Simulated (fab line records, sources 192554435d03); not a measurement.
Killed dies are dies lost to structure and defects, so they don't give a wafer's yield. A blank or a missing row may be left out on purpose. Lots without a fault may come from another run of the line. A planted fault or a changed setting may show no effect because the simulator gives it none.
Problem report in the 8D (eight disciplines) form, filled by code | flow n5_finfet | the parts of the form that need people (team, actions taken, sign-off) are left out

1. THE PROBLEM
trench_depth_nm at N5_BEOL_M5_OCD_MEAS_38 reads a mean of 89.4 nm on 1 wafer of 1 lot; wafers without a fault read 71.5 nm with a standard deviation of 1.1. That is +16 standard deviations from the usual mean.
First seen on wafer L674.4, day 12 15:38, on ocd-02. The record holds 9 wafers of 3 lots with a number at this step. Rule for "out", or "out of limits": more than 4 standard deviations from the usual mean. The other wafers with a number count as sound.

2. WHAT IT IS AND WHAT IT IS NOT
question                    | is                | is not
which readings at this step | trench_depth_nm   | -
which lots                  | L674              | L657, L680
which wafers of those lots  | L674.4            | L674.3, L674.5
read on which gauges        | ocd-02            | -
when                        | from day 12 15:38 | up to then (5 sound wafers); but 3 sound wafers of L680 came after

3. SUSPECTS, AND WHAT RULES EACH OUT
Counting: a tool at a process step up to the reading stays a suspect if it ran every lot that is out. Sound lots after the first of them don't rule it out here, since some wafers of a struck lot are sound.
- the gauge at N5_BEOL_M5_OCD_MEAS_38: ruled out. All the wafers that are out were read on ocd-02, but those of them that N5_BEOL_M5_THK_MEAS_53 has rows for are out there too, on other tools.
- rie_diel-02 at N5_BEOL_M5_TRENCH_ETCH_37 (etches SiCOH lowk in C4F6/O2, target depth 71.652 nm, time 24.7 s): kept. It ran the lot that is out, L674 (day 12 15:28); its last sound lot up to then is L657 (day 7 16:29).
- Within rie_diel-02 at N5_BEOL_M5_TRENCH_ETCH_37: the wafers that are out ran in chamber 0; their sound lot-mates ran in chambers 1, 2.
Left after counting: rie_diel-02 at N5_BEOL_M5_TRENCH_ETCH_37.

4. THE CAUSE (what the simulator had put in)
Process parameter drift: rie_diel-02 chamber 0, from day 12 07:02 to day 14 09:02, at N5_BEOL_M5_TRENCH_ETCH_37. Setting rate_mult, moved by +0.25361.
Counting left only this tool.

5. THE CHAIN OF EFFECTS, in route order
Each row: a reading whose mean over the struck wafers that have a number lies more than 3 standard deviations from the usual. Only readings for which the record gives a usual standard deviation are gone through. hours: the time from each lot's start at the first step in this table that gives one to its start at this step, as a median over the lots. sigmas: the change in usual standard deviations.
hours | step                    | reading          | usual        | on struck wafers | change | sigmas
0     | N5_BEOL_M5_OCD_MEAS_38  | trench_depth_nm  | 71.5 nm      | 89.4             | +17.9  | +16
8     | N5_BEOL_M5_THK_MEAS_53  | M5_THK           | 61.7 nm      | 76.6             | +14.9  | +9.3
8     | N5_BEOL_M5_RS_MEAS_57   | M5_RS            | 0.392 ohm/sq | 0.301            | -0.091 | -7.6
88    | N5_BEOL_M15_RC_MEAS_101 | SERP_M5          | 39.4 ohm/um  | 30.1             | -9.3   | -5.8
88    | N5_BEOL_M15_RC_MEAS_101 | SERP_M5_max_site | 41.0 ohm/um  | 32.0             | -9.0   | -5.0

6. WHAT WOULD HAVE CAUGHT IT SOONER
In this record the first reading out of limits at a measuring or inspecting step was taken at day 12 15:38, 9 hours after the fault began at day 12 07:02.
Of the tool readings at N5_BEOL_M5_TRENCH_ETCH_37 for which the record gives a usual standard deviation, none was out on any struck wafer, so an alarm limit of 4 standard deviations on them would not have fired.
All the lots that are out (1) had begun N5_BEOL_M5_TRENCH_ETCH_37 on rie_diel-02 by day 12 15:38. A hold on the tool at that time would have spared none of them.
